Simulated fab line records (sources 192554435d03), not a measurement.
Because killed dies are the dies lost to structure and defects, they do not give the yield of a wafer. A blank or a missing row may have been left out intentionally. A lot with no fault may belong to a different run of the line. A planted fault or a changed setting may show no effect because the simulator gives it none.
What tool caused it? | flow n5 finfet | 12 lots, 36 wafers sampled, at 4 steps of a route of 1938

== WHAT THE GAUGES READ, wafer by wafer ==
The record lacks any reading of a measuring or inspecting step that a usual standard deviation could be used to judge.

== WHAT TOOL EACH LOT RAN ON (gives the tool, then ch and the chambers of the sampled wafers, and finally the start) ==
lot  | N5_BEOL_M4_SPUTTER_94        | N5_BEOL_M4_ANNEAL_51             | N5_BEOL_M5_HM_DEP_02         | N5_BEOL_M5_COAT_05
L922 | pvd sputter-01, day 7 14:28  | rtp anneal-02 ch 0, day 7 14:55  | pvd sputter-01, day 7 18:24  | litho track-01 ch 0, day 7 18:32
L925 | pvd sputter-02, day 9 01:35  | rtp anneal-01 ch 0, day 9 02:03  | pvd sputter-03, day 9 06:29  | litho track-05 ch 0, day 9 06:37
L928 | pvd sputter-02, day 9 21:44  | rtp anneal-02 ch 0, day 9 22:11  | pvd sputter-02, day 10 01:49 | litho track-05 ch 0, day 10 01:57
L930 | pvd sputter-03, day 10 01:10 | rtp anneal-02 ch 0, day 10 01:46 | pvd sputter-02, day 10 07:19 | litho track-04 ch 0, day 10 07:28
L933 | pvd sputter-01, day 10 09:55 | rtp anneal-02 ch 0, day 10 10:23 | pvd sputter-02, day 10 13:07 | litho track-04 ch 0, day 10 13:14
L932 | pvd sputter-01, day 11 02:38 | rtp anneal-01 ch 0, day 11 03:11 | pvd sputter-03, day 11 06:17 | litho track-01 ch 0, day 11 06:25
L934 | pvd sputter-02, day 11 06:40 | rtp anneal-01 ch 0, day 11 07:05 | pvd sputter-02, day 11 10:29 | litho track-04 ch 0, day 11 10:37
L936 | pvd sputter-01, day 11 08:40 | rtp anneal-01 ch 0, day 11 09:08 | pvd sputter-03, day 11 12:05 | litho track-05 ch 0, day 11 12:13
L935 | pvd sputter-02, day 11 08:48 | rtp anneal-02 ch 0, day 11 09:13 | pvd sputter-03, day 11 12:11 | litho track-05 ch 0, day 11 12:19
L937 | pvd sputter-02, day 11 23:02 | rtp anneal-01 ch 0, day 11 23:35 | pvd sputter-02, day 12 02:42 | litho track-04 ch 0, day 12 02:50
L940 | pvd sputter-01, day 12 21:17 | rtp anneal-02 ch 0, day 12 21:44 | pvd sputter-01, day 13 03:43 | litho track-04 ch 0, day 13 03:51
L942 | pvd sputter-03, day 12 21:23 | rtp anneal-01 ch 0, day 12 22:04 | pvd sputter-01, day 13 04:01 | litho track-04 ch 0, day 13 04:10
- N5_BEOL_M4_SPUTTER_94: material Cu, target thk 4.5 nm, time 8.29 s.
- N5_BEOL_M4_ANNEAL_51: time 90 s.
- N5_BEOL_M5_HM_DEP_02: deposits TiN, target thk 20 nm.
- N5_BEOL_M5_COAT_05: resist thk 30 nm.

== WHAT THE TOOLS THEMSELVES READ (means of the sampled wafers that have a number; where no wafer has one, the mark that the record gives instead) ==
N5_BEOL_M4_SPUTTER_94.
lot  | tool           | throttle valve pct (%)
L922 | pvd sputter-01 | 30.1
L925 | pvd sputter-02 | 29.5
L928 | pvd sputter-02 | 30.0
L930 | pvd sputter-03 | 29.9
L933 | pvd sputter-01 | 30.7
L932 | pvd sputter-01 | 31.3
L934 | pvd sputter-02 | 29.0
L936 | pvd sputter-01 | 30.6
L935 | pvd sputter-02 | 29.2
L937 | pvd sputter-02 | 28.5
L940 | pvd sputter-01 | 31.2
L942 | pvd sputter-03 | 30.4

N5_BEOL_M4_ANNEAL_51.
lot  | tool          | wafer_temp_C_max
L922 | rtp anneal-02 | 225.87
L925 | rtp anneal-01 | 225.91
L928 | rtp anneal-02 | 225.76
L930 | rtp anneal-02 | 225.97
L933 | rtp anneal-02 | 225.74
L932 | rtp anneal-01 | 226.12
L934 | rtp anneal-01 | 226.00
L936 | rtp anneal-01 | 225.90
L935 | rtp anneal-02 | 226.17
L937 | rtp anneal-01 | 225.86
L940 | rtp anneal-02 | 225.85
L942 | rtp anneal-01 | 226.29

N5_BEOL_M5_HM_DEP_02.
lot  | tool           | throttle valve pct (%)
L922 | pvd sputter-01 | 30.9
L925 | pvd sputter-03 | 30.2
L928 | pvd sputter-02 | 29.5
L930 | pvd sputter-02 | 30.7
L933 | pvd sputter-02 | 30.0
L932 | pvd sputter-03 | 29.8
L934 | pvd sputter-02 | 29.4
L936 | pvd sputter-03 | 30.2
L935 | pvd sputter-03 | 30.3
L937 | pvd sputter-02 | 29.1
L940 | pvd sputter-01 | 29.6
L942 | pvd sputter-01 | 30.3

N5_BEOL_M5_COAT_05.
lot  | tool           | resist line temp C (C) | spin speed rpm (rpm)
L922 | litho track-01 | 22.90                  | 1499.7
L925 | litho track-05 | 22.99                  | 1500.6
L928 | litho track-05 | 22.97                  | 1498.7
L930 | litho track-04 | 22.90                  | 1500.3
L933 | litho track-04 | 22.89                  | 1500.5
L932 | litho track-01 | 23.01                  | 1500.1
L934 | litho track-04 | 23.08                  | 1500.6
L936 | litho track-05 | 22.92                  | 1500.0
L935 | litho track-05 | 22.95                  | 1500.9
L937 | litho track-04 | 23.06                  | 1500.2
L940 | litho track-04 | 22.98                  | 1386.4
L942 | litho track-04 | 22.91                  | 1386.3

== THE ANSWER, worked out from the rows above alone ==
Rule: usual is defined by the lots themselves. The widest of any qualifying gaps counts: lots, ordered by their means at a reading, are off when they make up no more than a third of the lots, leave a main group of 4 or more, and stand apart from it by 3 or more times the standard deviation of that group's means. The tables above print the reading to a certain number of digits; a main group whose means all agree to those digits is not used. Also off: a lot with no number at a reading for which 4 or more lots have one. All remaining lots with rows at the step are treated as sound. After the gauges, taken in route order, come the tools' own readings; for these a lot's mean is taken, as printed above. At the first step where some lot is off, the reading lying furthest off is the one used; lots without a number count as furthest.
Off at N5_BEOL_M5_COAT_05 (spin speed rpm): L940, L942. Main group: mean 1500.2 rpm, sd 0.59.
If a tool, at that step or one of the process steps before it, ran each lot that is off and ran no sound lot following the first of them, it fits. This does not decide it: 2 tools fit, namely pvd sputter-01 at N5_BEOL_M5_HM_DEP_02 and litho track-04 at N5_BEOL_M5_COAT_05.

== WHAT WAS PUT IN BY THE SIMULATOR ==
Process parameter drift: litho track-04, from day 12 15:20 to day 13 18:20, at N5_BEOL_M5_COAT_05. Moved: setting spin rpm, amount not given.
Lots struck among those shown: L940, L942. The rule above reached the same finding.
